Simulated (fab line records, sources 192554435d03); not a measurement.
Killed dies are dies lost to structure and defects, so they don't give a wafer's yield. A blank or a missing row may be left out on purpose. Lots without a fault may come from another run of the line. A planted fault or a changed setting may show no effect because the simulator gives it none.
Which tool did it? | flow n5_finfet | 10 lots, 30 wafers sampled, at 1 step of a route of 1938

WHAT THE GAUGES READ, wafer by wafer
N5_BEOL_M4_RC_MEAS_101.
lot  | measured     | on        | DIBL_N (mV/V)  | DIBL_P (mV/V)  | IOFF_N (nA/um)    | IOFF_P (nA/um) | ION_N (uA/um) | ION_P (uA/um) | SS_N (mV/dec)  | SS_P (mV/dec)  | VT_N (mV)         | VT_P (mV)
L527 | day 11 18:32 | prober-01 | 36.0 36.1 35.8 | 37.6 37.5 36.5 | 0.164 0.170 0.153 | 0.23 0.24 0.21 | 681 684 684   | 467 474 473   | 71.3 71.3 71.1 | 73.5 72.8 73.8 | 247.5 249.1 250.3 | -249 -248 -250
L529 | day 12 01:49 | prober-02 | 33.4 37.6 34.8 | 33.2 38.7 34.7 | 0.119 0.184 0.129 | 0.16 0.24 0.19 | 674 687 670   | 468 469 466   | 70.7 71.9 71.7 | 72.5 74.5 72.3 | 250.9 246.6 250.3 | -252 -245 -252
L533 | day 12 17:15 | prober-02 | 37.5 38.5 37.3 | 39.4 40.3 38.6 | 0.196 0.211 0.194 | 0.24 0.26 0.23 | 679 686 689   | 463 470 464   | 72.0 72.0 71.0 | 74.1 74.4 74.2 | 245.8 245.1 244.4 | -251 -248 -250
L534 | day 13 01:10 | prober-01 | 35.9 33.2 36.0 | 37.4 34.1 37.1 | 0.173 0.126 0.177 | 0.21 0.17 0.22 | 678 670 688   | 460 463 471   | 71.4 70.8 71.2 | 73.1 72.8 73.1 | 248.6 253.2 248.4 | -249 -251 -249
L535 | day 13 07:53 | prober-01 | 32.6 34.1 34.0 | 33.0 34.6 34.4 | 0.126 0.147 0.142 | 0.17 0.19 0.19 | 665 671 668   | 462 461 451   | 70.7 71.9 71.4 | 72.7 73.3 73.1 | 251.9 247.8 248.8 | -253 -251 -250
L537 | day 13 22:28 | prober-01 | 34.8 34.8 34.4 | 35.8 36.5 35.5 | 0.141 0.150 0.139 | 0.19 0.21 0.19 | 666 667 662   | 463 464 457   | 72.3 72.2 71.7 | 73.6 72.3 73.4 | 248.4 252.6 248.3 | -253 -249 -251
L539 | day 14 07:26 | prober-02 | 38.0 36.2 36.5 | 38.0 36.0 35.8 | 0.180 0.142 0.143 | 0.24 0.20 0.20 | 680 664 667   | 466 459 463   | 71.8 71.0 71.7 | 73.8 73.3 73.8 | 249.6 249.0 253.3 | -252 -252 -252
L528 | day 15 11:17 | prober-02 | 36.1 36.3 34.5 | 37.0 37.2 35.2 | 0.162 0.155 0.132 | 0.20 0.20 0.18 | 674 663 660   | 458 451 453   | 71.9 71.7 71.2 | 73.4 72.9 73.7 | 249.5 251.1 252.5 | -251 -254 -254
L546 | day 15 11:43 | prober-01 | 35.7 34.8 34.3 | 34.9 34.3 34.5 | 0.135 0.120 0.121 | 0.20 0.19 0.19 | 676 668 664   | 464 464 464   | 70.9 71.0 70.4 | 73.0 72.4 72.5 | 251.9 255.6 253.3 | -251 -249 -250
L545 | day 15 22:30 | prober-01 | 34.6 33.5 33.9 | 34.0 33.6 33.6 | 0.126 0.124 0.121 | 0.16 0.16 0.16 | 657 658 655   | 447 453 453   | 70.6 71.5 71.5 | 73.1 72.0 73.2 | 257.1 253.6 253.1 | -257 -256 -256

WHICH TOOL RAN EACH LOT (tool, then ch and the chambers of the sampled wafers, then the start)
The record holds no process step before these readings.

WHAT THE TOOLS THEMSELVES READ (means of the sampled wafers that have a number; where no wafer has one, the mark that the record gives instead)
The record holds no such reading with a usual standard deviation.

THE ANSWER, worked out from the rows above alone
Rule: what is usual is taken from the lots themselves. Put in order of their means at a reading, lots are off if they are a third of the lots or fewer, leave a main group of 4 or more, and stand apart from it by a gap of 3 or more times the standard deviation of the main group's means; of several such gaps the widest counts. A main group whose means are all the same, to the digits that the tables above print for the reading, isn't used. A lot without any number at a reading at which 4 lots or more have one is off too. The other lots that the step has rows for count as sound. The gauges are gone through in route order, then the tools' own readings, and for those a lot's mean is taken as printed above. The first step at which some lot is off is used, and at that step the reading that is off furthest; a lot without a number counts as furthest.
No lot is off at any reading shown: from this, nothing can be told.

WHAT THE SIMULATOR HAD PUT IN
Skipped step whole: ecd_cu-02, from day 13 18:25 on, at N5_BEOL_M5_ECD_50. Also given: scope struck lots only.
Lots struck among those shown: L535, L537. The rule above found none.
